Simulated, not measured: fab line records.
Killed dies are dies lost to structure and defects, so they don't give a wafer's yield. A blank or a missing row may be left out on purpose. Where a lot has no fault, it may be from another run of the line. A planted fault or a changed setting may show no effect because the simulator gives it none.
Matching of chambers :: flow n5-finfet :: N5_BEOL_M3_ETCH_69 on rie-diel-01: 4 sister chambers
The step etches SiARC in CF4, target depth 15.6 nm, time 26 s. 4 wafers are shown with their chamber, then 7 later ones without.

## EACH WAFER AND ITS CHAMBER
wafer: L086.1
chamber: 2
drypump-motor-current-A (A): 5.27

wafer: L086.4
chamber: 0
drypump-motor-current-A (A): 6.05

wafer: L088.2
chamber: 1
drypump-motor-current-A (A): 5.98

wafer: L088.3
chamber: 3
drypump-motor-current-A (A): 5.73

## WAFERS WHOSE CHAMBER IS MISSING
wafer: L088.6
drypump-motor-current-A (A): 5.77

wafer: L090.1
drypump-motor-current-A (A): 5.27

wafer: L090.2
drypump-motor-current-A (A): 6.07

wafer: L090.3
drypump-motor-current-A (A): 5.77

wafer: L097.1
drypump-motor-current-A (A): 5.93

wafer: L097.2
drypump-motor-current-A (A): 6.07

wafer: L097.4
drypump-motor-current-A (A): 5.27

## THE CHAMBER EACH PASSED THROUGH
wafer: L088.6
from the rows above: 3
in truth: 3

wafer: L090.1
from the rows above: 2
in truth: 2

wafer: L090.2
from the rows above: 0
in truth: 0

wafer: L090.3
from the rows above: 3
in truth: 3

wafer: L097.1
from the rows above: 1
in truth: 1

wafer: L097.2
from the rows above: 0
in truth: 0

wafer: L097.4
from the rows above: 2
in truth: 2
7 of 7 placed correctly. Left unplaced by these rows: 0. Placed wrongly: 0.
How it was worked out, from the rows above alone: a wafer's distance from a chamber is the root of the sum, over the readings, of the square of ((its reading less the chamber's mean) divided by the reading's scatter). If the next closest chamber is less than 2 further off than the closest, the wafer can't be placed; otherwise it belongs to the closest. The mean given for a chamber averages the wafers shown for that chamber. The scatter (one wafer shown for each chamber): square how far every hidden wafer sits from the nearest shown wafer, average those squares and take the square root.
